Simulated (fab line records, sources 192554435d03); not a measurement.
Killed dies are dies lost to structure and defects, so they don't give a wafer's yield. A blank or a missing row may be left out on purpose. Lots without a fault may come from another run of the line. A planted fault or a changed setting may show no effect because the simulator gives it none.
Chamber matching | flow n5_finfet | N5_BEOL_M4_ALD_98 on ald_sin-03: 4 sister chambers
The step deposits SiO2, target thk 2.5 nm, pulse time 1 s, co reactant pulse time 1 s. 7 wafers are shown with their chamber, then 7 later ones without.

WAFERS WITH THEIR CHAMBER
wafer  | chamber | heater_power_w (W) | heater_power_outer_w (W)
L075.1 | 1       | 76                 | 38
L075.3 | 0       | 82                 | 40
L085.5 | 1       | 73                 | 39
L086.3 | 3       | 75                 | 38
L086.6 | 2       | 94                 | 49
L088.1 | 2       | 93                 | 49
L088.4 | 3       | 75                 | 38

WAFERS WITHOUT THEIR CHAMBER
wafer  | heater_power_w (W) | heater_power_outer_w (W)
L088.5 | 74                 | 39
L094.1 | 94                 | 50
L094.4 | 83                 | 39
L094.5 | 95                 | 49
L097.2 | 73                 | 38
L097.4 | 95                 | 50
L097.5 | 81                 | 39

WHICH CHAMBER EACH WENT THROUGH
wafer  | from the rows above     | in truth
L088.5 | can't be placed: 1 or 3 | 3
L094.1 | 2                       | 2
L094.4 | 0                       | 0
L094.5 | 2                       | 2
L097.2 | can't be placed: 3 or 1 | 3
L097.4 | 2                       | 2
L097.5 | 0                       | 0
Placed correctly: 5 of 7. Can't be placed from these rows: 2 (the true chamber is among the candidates in 2). Placed wrongly: 0.
How it was worked out, from the rows above alone: a wafer's distance from a chamber is the root of the sum, over the readings, of the square of ((its reading less the chamber's mean) divided by the reading's scatter). The wafer belongs to the nearest chamber; if the next one is less than 2 further off, it can't be placed. A chamber's mean is the mean of its shown wafers. The scatter: the root of (the sum of the squares of (reading less its chamber's mean) over the shown wafers, divided by (wafers less chambers)).
